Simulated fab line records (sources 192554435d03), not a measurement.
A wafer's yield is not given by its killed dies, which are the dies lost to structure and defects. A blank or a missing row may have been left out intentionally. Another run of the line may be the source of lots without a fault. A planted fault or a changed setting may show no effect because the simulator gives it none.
A single fault, viewed from 2 desks + flow n5Finfet + each desk has only its own numbers; what lay behind them comes last

## DESK OF THE TOOL OWNER: lithoTrack-04
The tool's own readings at N5_BEOL_M6_COAT_59 (time 60 s, resist thk 100 nm): means of the sampled wafers that have a number, for each lot that ran on this tool. Any lot whose mean is over 4 standard deviations away from the usual mean is out of limits and marked OUT; that distance is given in the brackets.
Columns: A = spinSpeedRpm at N5_BEOL_M6_COAT_59, usual 1500.1 rpm
| lot  | first seen here | A                        |
|------|-----------------|--------------------------|
| L171 | day 9 00:02     | 1498.8                   |
| L173 | day 9 09:02     | 1499.0                   |
| L177 | day 10 06:49    | 1500.1                   |
| L178 | day 10 14:16    | 1499.6                   |
| L179 | day 11 00:19    | 1499.9                   |
| L181 | day 11 11:50    | 1500.6                   |
| L187 | day 12 19:46    | 1280.5 (-99 or more) OUT |
| L188 | day 13 07:03    | 1280.7 (-99 or more) OUT |
| L190 | day 13 11:28    | 1281.5 (-99 or more) OUT |
This desk's verdict: out of limits on L187, L188, L190, starting with L187 at day 12 19:46 (spinSpeedRpm at N5_BEOL_M6_COAT_59). In limits: L171, L173, L177, L178, L179, L181.

## THE METROLOGY DESK
What the gauges read, lot by lot, whatever tool the lot ran on: means of the sampled wafers that have a number. Any lot whose mean is over 4 standard deviations away from the usual mean is out of limits and marked OUT; that distance is given in the brackets.
Columns: A = M6_ILD_THK at N5_BEOL_M6_THK_MEAS_01, usual 155.4 nm
| lot  | first seen here | A     |
|------|-----------------|-------|
| L170 | day 8 16:18     | 154.8 |
| L171 | day 8 23:28     | 155.8 |
| L173 | day 9 08:47     | 151.6 |
| L177 | day 10 05:48    | 153.1 |
| L178 | day 10 14:02    | 156.7 |
| L179 | day 10 23:17    | 155.5 |
| L180 | day 11 03:18    | 155.9 |
| L181 | day 11 10:38    | 155.1 |
| L187 | day 12 18:50    | 156.9 |
| L188 | day 13 05:02    | 154.3 |
| L190 | day 13 09:50    | 156.2 |
| L193 | day 14 10:14    | 156.5 |
This desk found nothing out of limits on any of the 12 lots.

## PUT TOGETHER
At day 12 19:46, on L187, L188, L190, the tool owner's desk was in a position to raise an alarm.
Nothing out of limits was seen by the metrology desk.
The metrology desk has L187, L188, L190 on record, within its limits.
Every lot named ran N5_BEOL_M6_COAT_59 on lithoTrack-04.

## WHAT THE SIMULATOR HAD PUT IN
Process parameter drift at N5_BEOL_M6_COAT_59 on lithoTrack-04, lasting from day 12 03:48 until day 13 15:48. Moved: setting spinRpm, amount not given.
Lots struck among those shown: L187, L188, L190.
How many hours passed from the start of the fault until each desk's first out-of-limits reading: the tool owner's desk, 16.
